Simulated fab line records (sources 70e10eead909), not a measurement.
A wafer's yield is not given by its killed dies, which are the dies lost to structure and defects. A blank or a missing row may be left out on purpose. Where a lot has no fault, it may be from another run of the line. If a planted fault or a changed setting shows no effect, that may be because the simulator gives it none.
Which of the tools did it? :: flow nand harc :: Sampling: 12 lots, 36 wafers, 5 of 1302 route steps

## WHAT THE GAUGES SHOWED, per wafer
NHARC_P_M2_INSPECT_11. Usual: raw defect count reads 5 (standard deviation 3.2).
lot: L930
measured: day 6 16:13
on: defect inspect-01
raw defect count: 1 6 7
flag: 

lot: L932
measured: day 7 13:57
on: defect inspect-02
raw defect count: 1 3 3
flag: 

lot: L933
measured: day 8 01:34
on: defect inspect-02
raw defect count: 4 2 4
flag: 

lot: L935
measured: day 8 20:55
on: defect inspect-01
raw defect count: 3 5 6
flag: 

lot: L937
measured: day 9 18:43
on: defect inspect-01
raw defect count: 10 3 8
flag: 

lot: L939
measured: day 11 01:27
on: defect inspect-01
raw defect count: 3 2 5
flag: 

lot: L942
measured: day 12 09:52
on: defect inspect-02
raw defect count: 7 5 7
flag: 

lot: L944
measured: day 12 13:45
on: defect inspect-02
raw defect count: 3 7 3
flag: 

lot: L946
measured: day 13 07:19
on: defect inspect-01
raw defect count: 3 1 2
flag: 

lot: L950
measured: day 15 06:59
on: defect inspect-01
raw defect count: 5 7 6
flag: 

lot: L951
measured: day 15 12:41
on: defect inspect-01
raw defect count: 3 2 2
flag: 

lot: L952
measured: day 15 20:23
on: defect inspect-01
raw defect count: 16 5 3
flag: 

NHARC_END_SORT_01. Usual: defect limited yield 90.1 %, standard deviation 2.6; killed at array 63, standard deviation 17; killed at other 0.8, standard deviation 1.1; killed at periphery 3.5, standard deviation 3; killed dies 67, standard deviation 17; killed open 3.1, standard deviation 1.6; killed short 2.6, standard deviation 1.4.
lot: L930
measured: day 24 20:51
on: prober-02
defect limited yield (%): 88.9 89.5 88.9
killed at array: 74 68 69
killed at other: 0 0 0
killed at periphery: 1 3 6
killed dies: 75 71 75
killed open: 1 3 1
killed short: 3 2 4
flag: 

lot: L932
measured: day 25 06:57
on: prober-01
defect limited yield (%): 87.3 88.6 89.4
killed at array: 85 74 69
killed at other: 0 0 0
killed at periphery: 1 3 3
killed dies: 86 77 72
killed open: 2 3 2
killed short: 0 2 4
flag: 

lot: L933
measured: day 25 17:34
on: prober-02
defect limited yield (%): 84.0 86.3 86.3
killed at array: 106 90 90
killed at other: 1 0 0
killed at periphery: 1 3 3
killed dies: 108 93 93
killed open: 3 5 4
killed short: 2 3 3
flag: 

lot: L935
measured: day 26 13:50
on: prober-02
defect limited yield (%): 93.5 91.3 92.8
killed at array: 39 56 46
killed at other: 0 0 0
killed at periphery: 5 3 3
killed dies: 44 59 49
killed open: 2 3 3
killed short: 4 2 3
flag: 

lot: L937
measured: day 28 03:13
on: prober-02
defect limited yield (%): 86.9 86.7 87.9
killed at array: 81 87 78
killed at other: 1 1 0
killed at periphery: 7 2 4
killed dies: 89 90 82
killed open: 3 1 3
killed short: 3 1 1
flag: 

lot: L939
measured: day 29 01:03
on: prober-01
defect limited yield (%): 94.1 95.3 92.6
killed at array: 40 30 46
killed at other: 0 1 2
killed at periphery: 0 1 2
killed dies: 40 32 50
killed open: 3 3 2
killed short: 2 2 1
flag: 

lot: L942
measured: day 30 10:48
on: prober-01
defect limited yield (%): 0 0 0
killed at array: 80 73 77
killed at other: 3 1 0
killed at periphery: 594 603 600
killed dies: 677 677 677
killed open: 2 2 2
killed short: 4 2 3
flag: OFF

lot: L944
measured: day 30 20:20
on: prober-02
defect limited yield (%): 0 0 0
killed at array: 61 51 51
killed at other: 2 2 1
killed at periphery: 614 624 625
killed dies: 677 677 677
killed open: 5 1 2
killed short: 2 3 3
flag: OFF

lot: L946
measured: day 31 12:52
on: prober-01
defect limited yield (%): 92.2 91.9 90.0
killed at array: 46 52 65
killed at other: 0 1 2
killed at periphery: 7 2 1
killed dies: 53 55 68
killed open: 2 3 3
killed short: 4 3 6
flag: 

lot: L950
measured: day 33 11:40
on: prober-01
defect limited yield (%): 90.7 91.6 89.1
killed at array: 61 56 68
killed at other: 0 0 0
killed at periphery: 2 1 6
killed dies: 63 57 74
killed open: 0 3 5
killed short: 2 5 3
flag: 

lot: L951
measured: day 33 03:03
on: prober-01
defect limited yield (%): 91.0 91.7 92.2
killed at array: 59 53 44
killed at other: 2 1 5
killed at periphery: 0 2 4
killed dies: 61 56 53
killed open: 4 2 4
killed short: 5 0 2
flag: 

lot: L952
measured: day 34 04:56
on: prober-01
defect limited yield (%): 91.0 90.8 90.4
killed at array: 47 60 61
killed at other: 2 0 2
killed at periphery: 12 2 2
killed dies: 61 62 65
killed open: 4 3 5
killed short: 1 2 0
flag: 

## TOOL THAT RAN EACH LOT (tool first, then ch and the chambers of the sampled wafers, then the start)
lot: L930
NHARC_P_M1_ANNEAL_31: rtp anneal-02 ch 0, day 6 14:01
NHARC_P_M2_ETCH_35: rie diel-09 ch 0,2,3, day 6 16:22
NHARC_P_M2_STRIP_18: rie diel-07 ch 0,1,2, day 6 16:43

lot: L932
NHARC_P_M1_ANNEAL_31: rtp anneal-02 ch 0, day 7 11:46
NHARC_P_M2_ETCH_35: rie diel-10 ch 0,2,3, day 7 14:07
NHARC_P_M2_STRIP_18: rie diel-09 ch 1,2,3, day 7 14:27

lot: L933
NHARC_P_M1_ANNEAL_31: rtp anneal-01 ch 0, day 7 23:13
NHARC_P_M2_ETCH_35: rie diel-10 ch 1,2, day 8 01:43
NHARC_P_M2_STRIP_18: rie diel-07 ch 1,3, day 8 02:00

lot: L935
NHARC_P_M1_ANNEAL_31: rtp anneal-01 ch 0, day 8 18:34
NHARC_P_M2_ETCH_35: rie diel-07 ch 0,1,2, day 8 21:04
NHARC_P_M2_STRIP_18: rie diel-09 ch 1,2,3, day 8 21:21

lot: L937
NHARC_P_M1_ANNEAL_31: rtp anneal-02 ch 0, day 9 16:23
NHARC_P_M2_ETCH_35: rie diel-09 ch 2,3, day 9 18:52
NHARC_P_M2_STRIP_18: rie diel-07 ch 0,1, day 9 19:11

lot: L939
NHARC_P_M1_ANNEAL_31: rtp anneal-01 ch 0, day 10 23:14
NHARC_P_M2_ETCH_35: rie diel-07 ch 0,2, day 11 01:35
NHARC_P_M2_STRIP_18: rie diel-09 ch 1,2, day 11 01:55

lot: L942
NHARC_P_M1_ANNEAL_31: rtp anneal-02 ch 0, day 12 07:34
NHARC_P_M2_ETCH_35: rie diel-09 ch 0,2,3, day 12 10:01
NHARC_P_M2_STRIP_18: rie diel-10 ch 2,3, day 12 10:18

lot: L944
NHARC_P_M1_ANNEAL_31: rtp anneal-01 ch 0, day 12 11:37
NHARC_P_M2_ETCH_35: rie diel-07 ch 0,1, day 12 13:54
NHARC_P_M2_STRIP_18: rie diel-09 ch 0,1,3, day 12 14:11

lot: L946
NHARC_P_M1_ANNEAL_31: rtp anneal-02 ch 0, day 13 05:08
NHARC_P_M2_ETCH_35: rie diel-09 ch 0,1,3, day 13 07:29
NHARC_P_M2_STRIP_18: rie diel-10 ch 0,1, day 13 07:47

lot: L950
NHARC_P_M1_ANNEAL_31: rtp anneal-02 ch 0, day 15 04:43
NHARC_P_M2_ETCH_35: rie diel-09 ch 1,3, day 15 07:08
NHARC_P_M2_STRIP_18: rie diel-10 ch 0,1,3, day 15 07:28

lot: L951
NHARC_P_M1_ANNEAL_31: rtp anneal-02 ch 0, day 15 10:28
NHARC_P_M2_ETCH_35: rie diel-09 ch 0,2,3, day 15 12:49
NHARC_P_M2_STRIP_18: rie diel-07 ch 0,1,3, day 15 13:07

lot: L952
NHARC_P_M1_ANNEAL_31: rtp anneal-01 ch 0, day 15 18:13
NHARC_P_M2_ETCH_35: rie diel-09 ch 2,3, day 15 20:31
NHARC_P_M2_STRIP_18: rie diel-10 ch 0,1,3, day 15 20:50
- NHARC_P_M1_ANNEAL_31: time 90 s.
- NHARC_P_M2_ETCH_35: etches the open film in N2/H2, target depth 40 nm, overetch 12 nm, time 43.94 s.
- NHARC_P_M2_STRIP_18: strips in N2/H2.

## AS READ BY THE TOOLS THEMSELVES (means over the sampled wafers that have a number; for cases with no such wafer, the mark the record gives instead)
NHARC_P_M1_ANNEAL_31. Usual: anneal temp c 224.92 C, standard deviation 0.17; wafer_temp_C_max 226.05, standard deviation 0.24.
lot: L930
tool: rtp anneal-02
anneal temp c (C): 224.95
wafer_temp_C_max: 226.10
flag: 

lot: L932
tool: rtp anneal-02
anneal temp c (C): 224.84
wafer_temp_C_max: 225.82
flag: 

lot: L933
tool: rtp anneal-01
anneal temp c (C): 224.98
wafer_temp_C_max: 225.82
flag: 

lot: L935
tool: rtp anneal-01
anneal temp c (C): 225.11
wafer_temp_C_max: 226.01
flag: 

lot: L937
tool: rtp anneal-02
anneal temp c (C): 224.75
wafer_temp_C_max: 226.03
flag: 

lot: L939
tool: rtp anneal-01
anneal temp c (C): 224.86
wafer_temp_C_max: 226.08
flag: 

lot: L942
tool: rtp anneal-02
anneal temp c (C): 224.84
wafer_temp_C_max: 225.98
flag: 

lot: L944
tool: rtp anneal-01
anneal temp c (C): 225.00
wafer_temp_C_max: 226.30
flag: 

lot: L946
tool: rtp anneal-02
anneal temp c (C): 224.71
wafer_temp_C_max: 226.00
flag: 

lot: L950
tool: rtp anneal-02
anneal temp c (C): 224.65
wafer_temp_C_max: 225.99
flag: 

lot: L951
tool: rtp anneal-02
anneal temp c (C): 224.86
wafer_temp_C_max: 226.19
flag: 

lot: L952
tool: rtp anneal-01
anneal temp c (C): 224.87
wafer_temp_C_max: 226.27
flag: 

NHARC_P_M2_ETCH_35. Usual: bias w 150.1 W, standard deviation 0.47; chamber pressure mTorr 30.000 mTorr, standard deviation 0.028; drypump motor current A 5.9 A, standard deviation 0.37; oes product au 1.002 a.u., standard deviation 0.0087; rf vpp V 431.5 V, standard deviation 3; showerhead plenum p Torr 2.08 Torr, standard deviation 0.11; throttle valve pct 14.172 %, standard deviation 0.0085.
lot: L930
tool: rie diel-09
bias w (W): 150.2
chamber pressure mTorr (mTorr): 30.016
drypump motor current A (A): 6.0
oes product au (a.u.): 1.000
rf vpp V (V): 432.6
showerhead plenum p Torr (Torr): 2.13
throttle valve pct (%): 14.178
flag: 

lot: L932
tool: rie diel-10
bias w (W): 150.1
chamber pressure mTorr (mTorr): 29.987
drypump motor current A (A): 5.4
oes product au (a.u.): 0.993
rf vpp V (V): 429.4
showerhead plenum p Torr (Torr): 2.00
throttle valve pct (%): 14.178
flag: 

lot: L933
tool: rie diel-10
bias w (W): 150.1
chamber pressure mTorr (mTorr): 29.999
drypump motor current A (A): 5.5
oes product au (a.u.): 1.011
rf vpp V (V): 432.4
showerhead plenum p Torr (Torr): 2.12
throttle valve pct (%): 14.170
flag: 

lot: L935
tool: rie diel-07
bias w (W): 150.1
chamber pressure mTorr (mTorr): 29.999
drypump motor current A (A): 5.9
oes product au (a.u.): 1.002
rf vpp V (V): 433.7
showerhead plenum p Torr (Torr): 2.15
throttle valve pct (%): 14.182
flag: 

lot: L937
tool: rie diel-09
bias w (W): 150.1
chamber pressure mTorr (mTorr): 29.972
drypump motor current A (A): 6.0
oes product au (a.u.): 1.004
rf vpp V (V): 434.9
showerhead plenum p Torr (Torr): 2.19
throttle valve pct (%): 14.174
flag: 

lot: L939
tool: rie diel-07
bias w (W): 150.2
chamber pressure mTorr (mTorr): 30.027
drypump motor current A (A): 5.7
oes product au (a.u.): 1.009
rf vpp V (V): 433.5
showerhead plenum p Torr (Torr): 2.15
throttle valve pct (%): 14.174
flag: 

lot: L942
tool: rie diel-09
bias w (W): -
chamber pressure mTorr (mTorr): -
drypump motor current A (A): -
oes product au (a.u.): -
rf vpp V (V): -
showerhead plenum p Torr (Torr): -
throttle valve pct (%): -
flag: OFF

lot: L944
tool: rie diel-07
bias w (W): -
chamber pressure mTorr (mTorr): -
drypump motor current A (A): -
oes product au (a.u.): -
rf vpp V (V): -
showerhead plenum p Torr (Torr): -
throttle valve pct (%): -
flag: OFF

lot: L946
tool: rie diel-09
bias w (W): 149.7
chamber pressure mTorr (mTorr): 30.004
drypump motor current A (A): 6.1
oes product au (a.u.): 1.006
rf vpp V (V): 431.2
showerhead plenum p Torr (Torr): 2.09
throttle valve pct (%): 14.172
flag: 

lot: L950
tool: rie diel-09
bias w (W): 150.0
chamber pressure mTorr (mTorr): 29.988
drypump motor current A (A): 6.2
oes product au (a.u.): 1.003
rf vpp V (V): 433.0
showerhead plenum p Torr (Torr): 2.11
throttle valve pct (%): 14.165
flag: 

lot: L951
tool: rie diel-09
bias w (W): 150.4
chamber pressure mTorr (mTorr): 29.996
drypump motor current A (A): 6.0
oes product au (a.u.): 0.989
rf vpp V (V): 432.0
showerhead plenum p Torr (Torr): 2.13
throttle valve pct (%): 14.165
flag: 

lot: L952
tool: rie diel-09
bias w (W): 150.1
chamber pressure mTorr (mTorr): 30.008
drypump motor current A (A): 5.9
oes product au (a.u.): 0.997
rf vpp V (V): 434.2
showerhead plenum p Torr (Torr): 2.20
throttle valve pct (%): 14.173
flag: 

NHARC_P_M2_STRIP_18. Usual: drypump motor current A 5.9 A, standard deviation 0.36; oes product au 1.001 a.u., standard deviation 0.0098; power w 999.9 W, standard deviation 2.9; rf vpp V 90.8 V, standard deviation 0.94; showerhead plenum p Torr 2.07 Torr, standard deviation 0.11; throttle valve pct 14.171 %, standard deviation 0.0096.
lot: L930
tool: rie diel-07
drypump motor current A (A): 5.8
oes product au (a.u.): 1.006
power w (W): 1000.3
rf vpp V (V): 91.1
showerhead plenum p Torr (Torr): 2.15
throttle valve pct (%): 14.160
flag: 

lot: L932
tool: rie diel-09
drypump motor current A (A): 6.1
oes product au (a.u.): 1.001
power w (W): 1002.7
rf vpp V (V): 91.1
showerhead plenum p Torr (Torr): 2.16
throttle valve pct (%): 14.166
flag: 

lot: L933
tool: rie diel-07
drypump motor current A (A): 6.1
oes product au (a.u.): 1.008
power w (W): 998.7
rf vpp V (V): 91.1
showerhead plenum p Torr (Torr): 2.03
throttle valve pct (%): 14.174
flag: 

lot: L935
tool: rie diel-09
drypump motor current A (A): 6.1
oes product au (a.u.): 1.012
power w (W): 1001.4
rf vpp V (V): 91.5
showerhead plenum p Torr (Torr): 2.16
throttle valve pct (%): 14.167
flag: 

lot: L937
tool: rie diel-07
drypump motor current A (A): 6.0
oes product au (a.u.): 0.995
power w (W): 1000.3
rf vpp V (V): 91.7
showerhead plenum p Torr (Torr): 2.15
throttle valve pct (%): 14.172
flag: 

lot: L939
tool: rie diel-09
drypump motor current A (A): 6.2
oes product au (a.u.): 1.006
power w (W): 999.7
rf vpp V (V): 90.8
showerhead plenum p Torr (Torr): 2.11
throttle valve pct (%): 14.182
flag: 

lot: L942
tool: rie diel-10
drypump motor current A (A): 5.4
oes product au (a.u.): 0.994
power w (W): 999.6
rf vpp V (V): 90.2
showerhead plenum p Torr (Torr): 2.00
throttle valve pct (%): 14.179
flag: 

lot: L944
tool: rie diel-09
drypump motor current A (A): 6.1
oes product au (a.u.): 0.999
power w (W): 999.4
rf vpp V (V): 91.0
showerhead plenum p Torr (Torr): 2.09
throttle valve pct (%): 14.168
flag: 

lot: L946
tool: rie diel-10
drypump motor current A (A): 5.9
oes product au (a.u.): 0.998
power w (W): 999.0
rf vpp V (V): 90.0
showerhead plenum p Torr (Torr): 1.96
throttle valve pct (%): 14.163
flag: 

lot: L950
tool: rie diel-10
drypump motor current A (A): 5.8
oes product au (a.u.): 1.010
power w (W): 999.8
rf vpp V (V): 90.5
showerhead plenum p Torr (Torr): 1.97
throttle valve pct (%): 14.172
flag: 

lot: L951
tool: rie diel-07
drypump motor current A (A): 6.0
oes product au (a.u.): 1.003
power w (W): 1002.5
rf vpp V (V): 91.4
showerhead plenum p Torr (Torr): 2.07
throttle valve pct (%): 14.174
flag: 

lot: L952
tool: rie diel-10
drypump motor current A (A): 5.8
oes product au (a.u.): 1.013
power w (W): 1002.5
rf vpp V (V): 90.3
showerhead plenum p Torr (Torr): 1.97
throttle valve pct (%): 14.167
flag: 

## THE ANSWER, worked out from the rows above alone
Rule: a lot counts as off when the mean over its wafers that have a number is more than 3 standard deviations away from the usual mean. A lot without any number at a reading at which 4 lots or more have one is off too. All remaining lots with rows at the step are treated as sound. Order of review: gauges by route order, followed by the tools' own readings, for which a lot's mean as printed above is used. The first step at which some lot is off is used, and at that step the reading that is off furthest; a lot without a number counts as furthest.
Off, at NHARC_END_SORT_01 on killed at periphery: L942, L944.
A tool fits if, at a process step before that reading, it ran every lot that is off, and no sound lot after the first of them. The gauges at NHARC_END_SORT_01 aren't tried: what is off there is off at NHARC_P_M2_ETCH_35 too, on other tools, and a gauge's error can't cause that. Not one of the candidates tried fits.

## WHAT THE SIMULATOR HAD PUT IN
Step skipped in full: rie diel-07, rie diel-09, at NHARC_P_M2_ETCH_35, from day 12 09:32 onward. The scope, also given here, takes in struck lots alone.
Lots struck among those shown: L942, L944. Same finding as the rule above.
